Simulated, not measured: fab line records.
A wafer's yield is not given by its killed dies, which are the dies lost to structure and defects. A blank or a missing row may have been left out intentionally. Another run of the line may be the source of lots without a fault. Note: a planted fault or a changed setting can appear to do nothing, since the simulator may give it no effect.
Which tool is to blame? | flow n5-finfet | 24 wafers from 8 lots sampled at 2 of the route's 1938 steps

## WHAT THE GAUGES READ, wafer by wafer
N5_PMOS_HMC_CHANNEL_EPI_THK_MEAS_22.
lot  | measured    | on            | HMC_CMP_THK (nm)
L546 | day 2 01:59 | film-metro-02 | 54.4 53.2 54.0
L551 | day 3 07:49 | film-metro-02 | 53.4 53.2 54.5
L553 | day 3 20:48 | film-metro-02 | 57.7 58.0 53.9
L555 | day 4 08:16 | film-metro-01 | 58.9 55.1 58.9
L558 | day 5 03:22 | film-metro-02 | 52.6 53.5 55.0
L559 | day 5 08:44 | film-metro-01 | 53.9 53.8 55.4
L565 | day 6 21:34 | film-metro-02 | 53.8 54.6 54.1
L566 | day 7 02:02 | film-metro-02 | 51.5 54.6 52.1

## WHAT TOOL EACH LOT RAN ON (gives the tool, then ch and the chambers of the sampled wafers, and finally the start)
lot  | N5_PMOS_HMC_CHANNEL_EPI_FIN_RECESS_16
L546 | rie-si-04 ch 0,3, day 2 00:11
L551 | rie-si-01 ch 0,1,3, day 3 06:01
L553 | rie-si-01 ch 0,2,3, day 3 18:36
L555 | rie-si-01 ch 0,1, day 4 06:03
L558 | rie-si-06 ch 0,2,3, day 5 01:32
L559 | rie-si-06 ch 0,1,3, day 5 06:31
L565 | rie-si-04 ch 1,3, day 6 19:46
L566 | rie-si-06 ch 0,2,3, day 7 00:14
- N5_PMOS_HMC_CHANNEL_EPI_FIN_RECESS_16: chemistry HBr/Cl2, target Si, target depth 54 nm, time 18 s.

## THE ANSWER, worked out from the rows above alone
Rule: what is usual is taken from the lots themselves. Put in order of their means at a reading, lots are off if they are a third of the lots or fewer, leave a main group of 4 or more, and stand apart from it by a gap of 3 or more times the standard deviation of the main group's means; of several such gaps the widest counts. Not used: any main group whose means are identical at the precision the tables above print for the reading. A lot without any number at a reading at which 4 lots or more have one is off too. Any other lot the step has rows for is counted as sound.
Off: L553, L555, at N5_PMOS_HMC_CHANNEL_EPI_THK_MEAS_22 (HMC_CMP_THK). For the main group the mean is 53.8 nm and the standard deviation 0.52.
If a tool, at a process step before that reading, ran all the lots that are off and no sound lot after the first of them, it fits. Gauges at N5_PMOS_HMC_CHANNEL_EPI_THK_MEAS_22: tried the same way as those tools. One candidate fits, namely rie-si-01 at N5_PMOS_HMC_CHANNEL_EPI_FIN_RECESS_16. Its last sound lot is L551 (day 3 06:01), its first lot that is off L553 (day 3 18:36): a fault that began between those two fits.

## WHAT THE SIMULATOR HAD INSERTED
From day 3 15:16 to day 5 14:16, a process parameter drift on rie-si-01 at N5_PMOS_HMC_CHANNEL_EPI_FIN_RECESS_16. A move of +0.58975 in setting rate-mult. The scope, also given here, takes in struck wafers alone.
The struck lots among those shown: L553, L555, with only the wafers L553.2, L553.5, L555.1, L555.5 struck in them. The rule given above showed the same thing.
